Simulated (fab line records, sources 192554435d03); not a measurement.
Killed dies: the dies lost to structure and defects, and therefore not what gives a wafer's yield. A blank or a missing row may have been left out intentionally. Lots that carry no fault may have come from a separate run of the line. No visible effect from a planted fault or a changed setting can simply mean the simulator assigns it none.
One fault through the eyes of 2 desks	flow n5_finfet	each desk holds nothing but its own numbers, with what lay behind them at the end

## FOR THE TOOL OWNER'S DESK: implanter-01
The tool's own readings at N5_WELL_APT_IMPLANT_14, given as means over the sampled wafers that have a number, one for each lot that went through this tool. Any lot whose mean is over 4 standard deviations away from the usual mean is out of limits and marked OUT; that distance is given in the brackets.
Columns: A = dose_ions_cm2 at N5_WELL_APT_IMPLANT_14, usual 1.4999e+13; B = faraday_current_uA at N5_WELL_APT_IMPLANT_14, usual 190
lot	first seen here	A	B
L556	day 1 13:58	1.5011e+13	191
L561	day 2 20:04	1.5010e+13	192
L564	day 3 14:22	1.5005e+13	187
L571	day 5 07:52	1.1255e+13 (-99 or more) OUT	139 (-13) OUT
L573	day 5 20:06	1.1279e+13 (-99 or more) OUT	142 (-13) OUT
This desk's verdict: out of limits on L571, L573, starting with L571 at day 5 07:52 (dose_ions_cm2 at N5_WELL_APT_IMPLANT_14). L556, L561, L564 stayed within limits.

## AT THE METROLOGY DESK
What the gauges read, lot by lot, whatever tool the lot ran on: means of the sampled wafers that have a number. Any lot whose mean is over 4 standard deviations away from the usual mean is out of limits and marked OUT; that distance is given in the brackets. 7 of its 11 readings are shown: the first one out of limits and those lying furthest out on some lot.
Columns: A = DIBL_N at N5_BEOL_M4_RC_MEAS_101, usual 36.0 mV/V; B = DIBL_P at N5_BEOL_M4_RC_MEAS_101, usual 36.7 mV/V; C = IOFF_P at N5_BEOL_M4_RC_MEAS_101, usual 0.21 nA/um; D = RS_NWELL at N5_BEOL_M4_RC_MEAS_101, usual 1038 ohm/sq; E = SS_N at N5_BEOL_M4_RC_MEAS_101, usual 71.5 mV/dec; F = VT_N at N5_BEOL_M4_RC_MEAS_101, usual 250 mV; G = VT_P at N5_BEOL_M4_RC_MEAS_101, usual -251 mV
lot	first seen here	A	B	C	D	E	F	G
L556	day 7 17:22	32.3	33.6	0.18	1035	71.0	253	-253
L559	day 8 17:45	38.5	38.9	0.27	1027	71.8	245	-246
L561	day 9 00:22	36.9	37.8	0.23	1042	71.1	250	-248
L564	day 10 00:22	36.8	37.4	0.22	1045	71.8	253	-251
L571	day 12 02:37	36.1	36.8	0.22	1221 (+28) OUT	71.4	250	-250
L573	day 12 12:56	36.5	38.0	0.25	1213 (+26) OUT	71.1	248	-246
L574	day 13 08:08	31.3	32.9	0.15	1039	70.4	255	-255
L577	day 13 17:27	36.7	37.9	0.24	1037	71.6	247	-247
L579	day 14 13:20	36.0	37.0	0.17	1037	71.3	252	-256
This desk reports L571, L573 out of limits; the earliest was L571 at day 12 02:37 (RS_NWELL at N5_BEOL_M4_RC_MEAS_101). L556, L559, L561, L564, L574, L577, L579 stayed within limits.

## TAKEN TOGETHER
On L571, L573, at day 5 07:52, an alarm was possible from the tool owner's desk.
On L571, L573, the metrology desk was in a position to raise an alarm at day 12 02:37.
All the named lots went through N5_WELL_APT_IMPLANT_14 on implanter-01.

## WHAT THE SIMULATOR PUT IN
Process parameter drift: implanter-01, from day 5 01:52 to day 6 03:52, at N5_WELL_APT_IMPLANT_14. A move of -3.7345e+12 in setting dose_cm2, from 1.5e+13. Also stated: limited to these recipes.
Struck lots among those shown: L571, L573.
Delay (hours) between the fault's onset and each desk's first out-of-limits reading: 6 at the tool owner's desk, 169 at the metrology desk.
